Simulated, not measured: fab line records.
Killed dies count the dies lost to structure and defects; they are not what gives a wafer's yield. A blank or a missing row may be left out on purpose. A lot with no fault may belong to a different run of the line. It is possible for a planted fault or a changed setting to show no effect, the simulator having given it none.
A struck lot beside a sound one	flow n5Finfet	24 steps out of a route of 1938
Sound: the wafers L831.2, L831.4, L831.5. Struck: wafers L830.3, L830.6. (L830.1 of the same lot was not struck and is left out.) The cause comes at the end.
At each step with rows: each side's tool, then ch and its chambers, then its first start. Under that, the readings that differ: sound wafers	struck wafers	difference of the means	sigmas: that difference in standard deviations of wafers without a fault.
alike: readings with means less than 2 such deviations apart, plus words and numbers identical on both sides. not compared: withheld readings, readings lacking a value on some wafer, bounds such as >300 that could conceal the same value, and numbers that have no deviation in the record and whose values overlap.
The two part at a step that has a row with sigmas, a row that says differs or no value, or rows on one side only. Numbers that don't overlap but have no deviation are shown without sigmas and don't part them. A reading that every wafer of one side lacks parts them only if that side has two wafers or more.

first, 11 steps without rows for these wafers: N5_HKMG_FIN_STRIP_60 (strips in N2/H2, time 360 s); N5_HKMG_FIN_WET_ETCH_77 (etches La2O3 in dHCl, stops on HfO2, target depth 2 nm); N5_HKMG_FIN_WET_ETCH_78 (etches Al2O3 in dNH4OH, stops on La2O3, target depth 4.5 nm, rinse time 30 s); N5_HKMG_FIN_ALD_79 (deposits TiN, target thk 1.5 nm, pulse time 1 s, purge time 3 s); N5_HKMG_FIN_CVD_62 (deposits a-Si from Si2H6, target thk 3 nm, time 20.8 s); N5_HKMG_FIN_RTA_80 (time 2 s); N5_HKMG_FIN_PRECLEAN_64 (cleans in dHF, time 30 s); N5_HKMG_FIN_WET_ETCH_65 (etches a-Si in TMAH, stops on TiN, time 49 s, target depth 3 nm); N5_HKMG_FIN_WET_ETCH_81 (etches TiN in SC1, stops on HfO2, time 57 s, target depth 6 nm); N5_HKMG_FIN_WET_ETCH_82 (etches La2O3 in dHCl, stops on HfO2, target depth 2 nm, rinse time 30 s); N5_HKMG_FIN_ALD_36 (deposits TiN, target thk 1 nm, pulse time 1 s, purge time 3 s).
N5_HKMG_FIN_PWFM_ALD_03: deposits TiN, target thk 2 nm, pulse time 1 s, purge time 3 s.
  sound on aldMetal-01 ch 2,3, day 9 19:43; struck on aldMetal-03 ch 3, day 9 07:51
reading	sound	struck	difference	sigmas
heaterPowerW (W)	901 740 760	1022 1003	+212	+3
  alike: precursorPulseHeightRel
  not compared: sinceWetCleanH
then, 8 steps without rows for these wafers: N5_HKMG_FIN_COAT_29 (time 60 s, resist thk 300 nm); N5_HKMG_FIN_COAT_30 (time 60 s, resist thk 35 nm); N5_HKMG_FIN_COAT_06 (resist thk 90 nm); N5_HKMG_FIN_EBR_08; N5_HKMG_FIN_SOFTBAKE_07 (time 60 s); N5_HKMG_FIN_EXPOSE_09 (exposes mask NWFM); N5_HKMG_FIN_PEB_10 (peb time 60 s); N5_HKMG_FIN_DEVELOP_11 (develop time 30 s).
N5_HKMG_FIN_INSPECT_14: inspects for defects (macro).
  sound: defectInspect-02 at day 9 20:29; struck: defectInspect-02 at day 9 08:37
reading	sound	struck	difference	sigmas
rawDefectCount	4 1 5	>300 >300	differs	
then, 1 step without rows for these wafers: N5_HKMG_FIN_DESCUM_17 (chemistry O2, time 7.9 s).
-- a jump in the record: the struck wafers' starts before and after are 4 days apart (it breaks off in module HKMG_FIN and resumes in module BEOL_M4, where the first step shown is number 1111 of the route) --
N5_BEOL_M4_RC_MEAS_101:
  sound on prober-01 ch 0, day 13 20:28; struck on prober-01 ch 0, day 13 12:37
  alike: DIBL_N, DIBL_P, IOFF_N, IOFF_P, ION_N, ION_P, SS_N, SS_P, VT_N, VT_P
-- a jump in the record: the struck wafers' starts before and after are 4 days apart (it breaks off in module BEOL_M4 and resumes in module PASSIVATION, where the first step shown is number 1936 of the route) --
N5_PASSIVATION_PROBE_49:
  rows exist in the record for the struck wafers here (prober-02, day 17 16:32), but not for the sound ones

## WHERE THEY PART
At N5_HKMG_FIN_PWFM_ALD_03 first; at N5_PASSIVATION_PROBE_49 last (within this record only).

WHY: whatever the simulator had introduced
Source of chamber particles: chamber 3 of aldMetal-03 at N5_HKMG_FIN_PWFM_ALD_03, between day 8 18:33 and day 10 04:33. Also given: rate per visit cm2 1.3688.
